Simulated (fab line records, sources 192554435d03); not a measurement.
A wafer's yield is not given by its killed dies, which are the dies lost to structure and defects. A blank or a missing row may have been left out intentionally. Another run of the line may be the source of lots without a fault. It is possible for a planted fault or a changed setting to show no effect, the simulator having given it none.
Lot-split experiment -- flow n5Finfet -- on a route of 1938 steps: 7 lots, 21 wafers read

## SPLIT DETAILS
At N5_BEOL_M4_COAT_62 (time 60 s, resist thk 12 nm), the setting spinRpm was moved away from the recipe's 1500 rpm on 8 of the 21 wafers read, by -8.7% to +9.2%. For the rest of the wafers, this setting stayed at what the recipe calls for.

## FROM THE SPLIT TO THE READING: what the file shows between them, 6 steps
- N5_BEOL_M4_EXPOSE_08: exposes mask M4 (also split here: doseMj)
- N5_BEOL_M4_PEB_09: peb time 60 s
- N5_BEOL_M4_DEVELOP_10: develop time 30 s
- N5_BEOL_M4_DESCUM_16: chemistry O2, time 7 s
- N5_BEOL_M4_ETCH_74: etches underlayer in N2/H2, target depth 6.5 nm, time 5.2 s
- N5_BEOL_M4_ETCH_63: etches SiARC in CF4, target depth 15.6 nm, time 26 s

## THE READING
SiARC_of_BEOL_M4_COAT_62.thkNm (the simulator's own value, which no gauge read), in nm, at N5_BEOL_M4_ETCH_64 (etches SOC in N2/H2, target depth 75 nm, overetch 22.5 nm, time 121.9 s). There is no usual value for it anywhere in the file. Across the 13 wafers here that went through the recipe, the average is 6.2 nm and the standard deviation 0.11 nm.

wafer,"tool, chamber at the split","spinRpm as run, rpm",against the recipe,"SiARC_of_BEOL_M4_COAT_62.thkNm, nm",against lot-mates on the recipe
L075.1,"lithoTrack-04, 0",1638,+9.2%,5.8,-0.6
L075.3,"lithoTrack-04, 0",1638,+9.2%,5.6,-0.8
L075.4,"lithoTrack-04, 0",1500,recipe,6.4,-
L077.1,"lithoTrack-02, 0",1370,-8.7%,6.8,+0.6
L077.2,"lithoTrack-02, 0",1370,-8.7%,7,+0.8
L077.6,"lithoTrack-02, 0",1500,recipe,6.2,-
L083.3,"lithoTrack-04, 0",1571,+4.7%,6,-0.2
L083.4,"lithoTrack-04, 0",1500,recipe,6.2,-
L083.6,"lithoTrack-04, 0",1500,recipe,6.2,-
L090.1,"lithoTrack-01, 0",1500,recipe,6.4,-
L090.4,"lithoTrack-01, 0",1500,recipe,6,-
L090.5,"lithoTrack-01, 0",1500,recipe,6.2,-
L091.1,"lithoTrack-04, 0",1573,+4.9%,6,-0.2
L091.5,"lithoTrack-04, 0",1573,+4.9%,6,-0.2
L091.4,"lithoTrack-04, 0",1500,recipe,6.2,-
L094.3,"lithoTrack-04, 0",1500,recipe,6.2,-
L094.6,"lithoTrack-04, 0",1500,recipe,6.2,-
L094.5,"lithoTrack-04, 0",1500,recipe,6.4,-
L095.2,"lithoTrack-01, 0",1565,+4.3%,6,-0.2
L095.4,"lithoTrack-01, 0",1500,recipe,6.2,-
L095.6,"lithoTrack-01, 0",1500,recipe,6.2,-

THE FIT
A straight line over all 21 wafers: SiARC_of_BEOL_M4_COAT_62.thkNm changes by -0.0645 nm for each +1% of spinRpm; r = -0.94; the points scatter about the line by 0.11 nm.
The same after taking each lot's own level away (the mean of its wafers on the recipe; 21 wafers): -0.072 nm for each +1%; r = -0.95; scatter 0.11 nm.
According to that fit, moving spinRpm by its largest amount changes the reading by 0.66 nm.
The span of the lots' own levels, 6.20 to 6.40 nm, comes to 1.9 times the standard deviation stated above.
So the lot-to-lot level changes the slope: the two fits differ.
Check: for one of the wafers moved furthest among these (+9.2%), held out of the fit, the line's prediction against its lot-mates is -0.641 nm. It came out at -0.6 nm against them.

## FURTHER SPLITS ON THESE WAFERS
Other splits were also applied to these wafers ahead of the reading. Each is held against what the fit with the lots' levels taken away leaves over:
other split on the same wafers,wafers away from the commonest value,r with SiARC_of_BEOL_M4_COAT_62.thkNm (lot level and that fit taken away)
N5_BEOL_M3_VIA_ETCH_34 timeS,6,-0.02
N5_BEOL_M3_TRENCH_ETCH_37 biasW,6,+0.20
N5_BEOL_M4_EXPOSE_08 doseMj,6,+0.30

## THE WHOLE CHAIN: every reading that the file lists as answering this split, in the file's order
step,what it does,reading,change (the file's fit),r (the file's)
N5_BEOL_M4_COAT_62,"time 60 s, resist thk 12 nm","SiARC_of_BEOL_M4_COAT_62.thkNm (the simulator's own value, which no gauge read)",-0.0627 nm for each +1% of the setting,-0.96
N5_BEOL_M4_ETCH_63,"etches SiARC in CF4, target depth 15.6 nm, time 26 s","etch.depthNm (the simulator's own value, which no gauge read)",-0.0573 nm for each +1% of the setting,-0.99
N5_BEOL_M4_ETCH_63,"etches SiARC in CF4, target depth 15.6 nm, time 26 s","CAR-EUV_of_BEOL_M4_COAT_05.thkNm (the simulator's own value, which no gauge read)",+0.038 nm for each +1% of the setting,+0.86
N5_BEOL_M4_ETCH_64,"etches SOC in N2/H2, target depth 75 nm, overetch 22.5 nm, time 121.9 s","SiARC_of_BEOL_M4_COAT_62.thkNm (the simulator's own value, which no gauge read)",-0.0681 nm for each +1% of the setting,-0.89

## THE FILE'S OWN FIT
SiARC_of_BEOL_M4_COAT_62.thkNm changes by -0.0681 nm for each +1% of spinRpm, r = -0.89.
